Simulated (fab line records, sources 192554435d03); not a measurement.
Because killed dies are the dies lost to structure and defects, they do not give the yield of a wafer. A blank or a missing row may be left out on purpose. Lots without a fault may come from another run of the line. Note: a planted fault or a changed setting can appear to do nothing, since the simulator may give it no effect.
A struck lot beside a sound one | flow n5 finfet | 36 steps out of a route of 1938
Sound: wafers L251.1, L251.4, L251.6. Struck: wafers L249.1, L249.2, L249.4. The cause comes at the end.
At each step with rows: each side's tool, then ch and its chambers, then its first start. Under that, the readings that differ: sound wafers | struck wafers | difference of the means | sigmas: that difference in standard deviations of wafers without a fault.
alike: words and numbers the same on both sides, and readings whose means are apart by under 2 such deviations; not compared: readings that were withheld, readings missing a value for some wafer, numbers with overlapping values and no deviation given by the record, and bounds like >300 which may hide the same value.
A row with sigmas, a row that says differs or no value, or rows on one side alone: a step with any of these is where the two part. Numbers that have no deviation but don't overlap get no sigmas and don't part them. Lack of a reading on every wafer of one side parts them only where that side has two or more wafers.

first, 9 steps without rows for these wafers: N5_BEOL_M4_ANNEAL_95 (time 240 s); N5_BEOL_M4_SPUTTER_96 (material Cu, target thk 4.5 nm, time 8.29 s); N5_BEOL_M4_ECD_50 (material Cu, target thk 300 nm); N5_BEOL_M4_ANNEAL_51 (time 90 s); N5_BEOL_M4_CMP_52 (polishes, stops on SiOC, t overpolish 6.8 s, target thk 40 nm); N5_BEOL_M4_PRE_CLEAN_60 (time 15 s); N5_BEOL_M4_CO_CAP_55 (material Co, precursor CCTBA/H2, target thk 2 nm, time 102.1 s); N5_BEOL_M4_PRE_CLEAN_56 (time 15 s); N5_BEOL_M4_DEP_57 (deposits SiCN from 3MS/NH3, target thk 8 nm, time 14 s).
N5_BEOL_M4_RC_MEAS_101:
  sound on prober-02 ch 0, day 14 01:10; struck on prober-01 ch 0, day 13 15:07
  alike: DIBL_N, DIBL_P, IOFF_N, IOFF_P, ION_N, ION_P, SS_N, SS_P, VT_N, VT_P
then, 24 steps without rows for these wafers: N5_BEOL_M5_ILD_DEP_00 (deposits SiCOH lowk from DEMS/porogen, target thk 140.64 nm, time 25.9 s); N5_BEOL_M5_CURE_79 (cures SiCOH lowk, time 240 s); N5_BEOL_M5_PECVD_70 (deposits SiO2 from TEOS/O2, target thk 16 nm, time 18 s); N5_BEOL_M5_HM_DEP_02 (deposits TiN, target thk 20 nm); N5_BEOL_M5_COAT_59 (time 60 s, resist thk 60 nm); N5_BEOL_M5_COAT_60 (time 60 s, resist thk 12 nm); N5_BEOL_M5_COAT_71 (time 60 s, resist thk 5 nm); N5_BEOL_M5_COAT_05 (resist thk 30 nm); N5_BEOL_M5_EBR_07; N5_BEOL_M5_SOFTBAKE_06 (time 60 s); N5_BEOL_M5_EXPOSE_08 (exposes mask M5, target cd 28 nm); N5_BEOL_M5_PEB_09 (peb time 60 s); N5_BEOL_M5_DEVELOP_10 (develop time 30 s); N5_BEOL_M5_DESCUM_16 (chemistry O2, time 7 s); N5_BEOL_M5_ETCH_72 (etches underlayer in N2/H2, target depth 6.5 nm, time 5.2 s); N5_BEOL_M5_ETCH_61 (etches SiARC in CF4, target depth 15.6 nm, time 26 s); N5_BEOL_M5_ETCH_62 (etches SOC in N2/H2, target depth 75 nm, overetch 15 nm, time 112.5 s); N5_BEOL_M5_STRIP_63 (strips in N2/H2); N5_BEOL_M5_STRIP_73 (strips in N2/H2); N5_BEOL_M5_STRIP_64 (strips in CF4); N5_BEOL_M5_HM_OPEN_17 (chemistry Cl2/BCl3, target TiN, target depth 20 nm, overetch 6 nm); N5_BEOL_M5_STRIP_19 (strips in O2); N5_BEOL_M5_COAT_65 (time 60 s, resist thk 60 nm); N5_BEOL_M5_COAT_66 (time 60 s, resist thk 12 nm).
-- a jump in the record: the struck wafers' starts before and after are 3 days apart (it breaks off in module BEOL_M5 and resumes in module BEOL_M10, where the first step shown is number 1509 of the route) --
N5_BEOL_M10_VIA_ETCH_34: etches SiCOH lowk in C4F6/O2, target depth 184.5 nm, time 69.2 s.
  sound on rie diel-05 ch 1,2, day 16 07:25; struck on rie diel-03 ch 0,2,3, day 16 04:21
  reading                                   | sound           | struck          | difference | sigmas
  run length s (s)                          | 92.8 92.2 92.4  | 76.5 76.3 76.9  | -15.9      | -35
  model.etch.depth nm (nm)                  | 190.6 186 191.7 | 146.3 142 142.6 | -45.8      |
  model.SOC_of_BEOL_M10_COAT_63.thk nm (nm) | 91.2 91.4 91    | 93.6 94.2 94    | +2.7       |
  alike: O2_flow_sccm, drypump motor current A, oes_ar_750_au, oes product au, rf vpp V, showerhead plenum p Torr, throttle valve pct
  not compared: rf hours counter h
N5_PASSIVATION_PROBE_49:
  rows exist in the record for the struck wafers here (prober-02, day 18 03:36), but not for the sound ones

## WHERE THEY PART
Earliest at N5_BEOL_M10_VIA_ETCH_34; latest, in this record, at N5_PASSIVATION_PROBE_49.

WHY: the cause the simulator had injected
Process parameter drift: rie diel-03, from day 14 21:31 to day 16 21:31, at N5_BEOL_M10_VIA_ETCH_34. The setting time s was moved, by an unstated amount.
